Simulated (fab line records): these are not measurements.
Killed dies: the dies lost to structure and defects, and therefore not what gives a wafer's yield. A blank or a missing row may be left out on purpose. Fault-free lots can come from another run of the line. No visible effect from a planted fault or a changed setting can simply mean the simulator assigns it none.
Which of the tools did it? -- flow n5 finfet -- Sampling: 11 lots, 33 wafers, 5 of 1938 route steps

## WHAT THE GAUGES READ, wafer by wafer
N5_FIN_CUT_CD_MEAS_08: the cd target is 29.1 nm.
lot,measured,on,cd nm (nm)
L075,day 2 09:44,cd sem-02,29.52 29.17 29.15
L077,day 2 20:59,cd sem-02,28.90 28.82 28.61
L079,day 3 08:09,cd sem-03,29.09 28.89 28.97
L081,day 3 20:40,cd sem-02,29.59 29.41 29.10
L083,day 4 10:44,cd sem-01,29.19 29.31 29.23
L085,day 4 21:56,cd sem-03,29.39 28.67 28.61
L087,day 5 15:00,cd sem-01,29.07 28.85 29.03
L089,day 5 21:25,cd sem-03,28.91 29.15 29.08
L091,day 6 09:29,cd sem-02,28.98 28.99 29.31
L093,day 6 21:13,cd sem-02,28.67 28.76 28.96
L095,day 7 09:07,cd sem-02,29.65 28.92 28.73

## WHICH TOOL RAN EACH LOT (tool, then ch and the chambers of the sampled wafers, then the start)
lot,N5_PMOS_HMC_CHANNEL_EPI_DESCUM_14,N5_FIN_SAQP_PECVD_47,N5_FIN_SAQP_ETCH_67,N5_FIN_SAQP_SPACER2_ALD_28
L075,"rie diel-05 ch 1,2, day 1 23:49","pecvd-04 ch 0,1,2, day 2 03:35","rie diel-04 ch 0,1,2, day 2 07:40","ald sin-02 ch 2,3, day 2 07:54"
L077,"rie diel-01 ch 0,1,2, day 2 11:31","pecvd-03 ch 1,2, day 2 15:23","rie diel-02 ch 0,3, day 2 18:55","ald sin-02 ch 0,3, day 2 19:10"
L079,"rie diel-01 ch 0,1,2, day 2 23:15","pecvd-02 ch 0,1,2, day 3 02:43","rie diel-03 ch 0,1,2, day 3 06:16","ald sin-02 ch 0,1,2, day 3 06:37"
L081,"rie diel-06 ch 2,3, day 3 11:08","pecvd-03 ch 0,1,2, day 3 14:49","rie diel-04 ch 0,2, day 3 18:58","ald sin-01 ch 0,2,3, day 3 19:16"
L083,"rie diel-06 ch 2,3, day 4 01:01","pecvd-04 ch 0,1,2, day 4 04:58","rie diel-03 ch 0,1,2, day 4 08:27","ald sin-02 ch 2,3, day 4 09:11"
L085,"rie diel-01 ch 0,2,3, day 4 11:41","pecvd-04 ch 0,1, day 4 15:20","rie diel-03 ch 0,1, day 4 19:08","ald sin-04 ch 1,2,3, day 4 19:41"
L087,"rie diel-06 ch 0,3, day 5 01:46","pecvd-03 ch 0,1,2, day 5 08:19","rie diel-02 ch 0,1,2, day 5 12:44","ald sin-02 ch 1,2, day 5 13:18"
L089,"rie diel-01 ch 0,1,2, day 5 11:14","pecvd-04 ch 0,1,2, day 5 15:03","rie diel-02 ch 0,3, day 5 19:42","ald sin-01 ch 0,1,3, day 5 20:00"
L091,"rie diel-06 ch 2,3, day 5 23:05","pecvd-03 ch 0,1,2, day 6 03:04","rie diel-04 ch 0,1,2, day 6 06:45","ald sin-02 ch 1,2,3, day 6 07:53"
L093,"rie diel-06 ch 1,3, day 6 11:14","pecvd-02 ch 0,1,2, day 6 14:46","rie diel-03 ch 0,2, day 6 19:19","ald sin-01 ch 0,1, day 6 19:33"
L095,"rie diel-01 ch 0,1,3, day 6 23:06","pecvd-04 ch 0,1, day 7 02:36","rie diel-04 ch 0,2,3, day 7 07:27","ald sin-01 ch 0,1,3, day 7 07:41"
- N5_PMOS_HMC_CHANNEL_EPI_DESCUM_14: chemistry O2, time 7.9 s.
- N5_FIN_SAQP_PECVD_47: deposits a-Si from SiH4/He, target thk 45 nm, time 36.3 s.
- N5_FIN_SAQP_ETCH_67: etches SiNx in CH3F/O2, target depth 30 nm.
- N5_FIN_SAQP_SPACER2_ALD_28: deposits SiO2, target thk 8.1 nm, pulse time 1 s, purge time 2 s.

## THE ANSWER, worked out from the rows above alone
Rule: the usual values come from the lots themselves. The widest of any qualifying gaps counts: lots, ordered by their means at a reading, are off when they make up no more than a third of the lots, leave a main group of 4 or more, and stand apart from it by 3 or more times the standard deviation of that group's means. The tables above print the reading to a certain number of digits; a main group whose means all agree to those digits is not used. Also off: a lot with no number at a reading for which 4 or more lots have one. Any other lot the step has rows for is counted as sound.
No lot is off on any of the readings shown, so nothing can be concluded from this.

## WHAT THE SIMULATOR PUT IN
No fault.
